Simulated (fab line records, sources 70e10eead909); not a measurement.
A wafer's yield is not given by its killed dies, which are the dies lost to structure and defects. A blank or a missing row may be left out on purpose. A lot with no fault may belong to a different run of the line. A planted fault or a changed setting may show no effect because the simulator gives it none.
Struck lot and sound lot, side by side    flow nand_harc    14 steps out of a route of 1159
Sound: the wafers L353.2, L353.3, L353.6. Wafers struck: L358.1, L358.2, L358.4. The cause is named last.
At each step with rows: each side's tool, then ch and its chambers, then its first start. Under that, the readings that differ: sound wafers    struck wafers    difference of the means    sigmas: that difference in standard deviations of wafers without a fault.
alike: readings whose means differ by less than 2 such deviations, and words and numbers that are the same on both sides. not compared: withheld readings, readings that some wafer has no value for, bounds like >300 that may hide the same value, and numbers for which the record gives no deviation and whose values overlap.
The two part at a step that has a row with sigmas, a row that says differs or no value, or rows on one side only. Numbers that don't overlap but have no deviation are shown without sigmas and don't part them. A reading missing from all wafers of one side parts the sides only when that side holds two or more wafers.

first, 1 step without rows for these wafers: NHARC_P_GATE_IMPLANT_94.
NHARC_P_GATE_STRIP_113: strips in N2/H2, time 740 s.
  sound on plasma_asher-02 ch 0,1, day 6 08:11; struck on plasma_asher-02 ch 0,1, day 7 16:26
  alike: drypump_motor_current_A, heater_power_w
  not compared: rf_hours_counter_h
NHARC_P_GATE_STRIP_95: strips in O2.
  sound on plasma_asher-02 ch 0,1, day 6 08:54; struck on plasma_asher-02 ch 0,1, day 7 17:10
  alike: drypump_motor_current_A, heater_power_w
  not compared: rf_hours_counter_h
then, 1 step without rows for these wafers: NHARC_P_GATE_STRIP_96 (strips in SPM, time 900 s).
NHARC_P_GATE_RTA_64: time 1 s.
  sound on rtp_anneal-01 ch 0, day 6 09:30; struck on rtp_anneal-02 ch 0, day 7 18:02
reading             sound           struck          difference  sigmas
lamp_power_pct (%)  31.9 31.9 32.0  29.2 29.2 29.2  -2.7        -2
  alike: anneal_temp_c_max, wafer_temp_C_max
then, 1 step without rows for these wafers: NHARC_P_GATE_ETCH_77 (etches SiO2 in dHF, target depth 6 nm).
NHARC_P_GATE_DEGAS_109: time 60 s.
  struck on pvd_sputter-02, day 7 18:22; sound on pvd_sputter-01, day 6 09:47
  alike: heater_power_w, susceptor_temp_C
then, 3 steps without rows for these wafers: NHARC_P_GATE_PRE_CLEAN_110 (time 30 s); NHARC_P_GATE_SPUTTER_78 (material Ni, target thk 10 nm); NHARC_P_GATE_SPUTTER_79 (material TiN, target thk 10 nm).
NHARC_P_GATE_RTA_80: time 30 s.
  sound on rtp_anneal-01 ch 0, day 6 10:08; struck on rtp_anneal-02 ch 0, day 7 18:39
  alike: anneal_temp_c_max, wafer_temp_C_max
then, 1 step without rows for these wafers: NHARC_P_GATE_STRIP_67 (strips in SPM, time 600 s).
NHARC_P_GATE_RTA_82: time 30 s.
  struck on rtp_anneal-02, day 7 19:07; sound on rtp_anneal-02 ch 0, day 6 10:37
  no value came back on the struck wafers for anneal_temp_c_max, lamp_power_pct (%), wafer_temp_C_max; on the sound wafers anneal_temp_c_max reads 451.9 452.0 452.2
NHARC_P_GATE_INSPECT_68:
  struck on defect_inspect-02, day 7 19:18; sound on defect_inspect-02, day 6 10:47
  alike: raw_defect_count

WHERE THEY PART
At NHARC_P_GATE_RTA_64 first; at NHARC_P_GATE_RTA_82 last (within this record only). Later steps at which nothing parts them and some readings are alike: NHARC_P_GATE_INSPECT_68.

WHY: whatever the simulator had introduced
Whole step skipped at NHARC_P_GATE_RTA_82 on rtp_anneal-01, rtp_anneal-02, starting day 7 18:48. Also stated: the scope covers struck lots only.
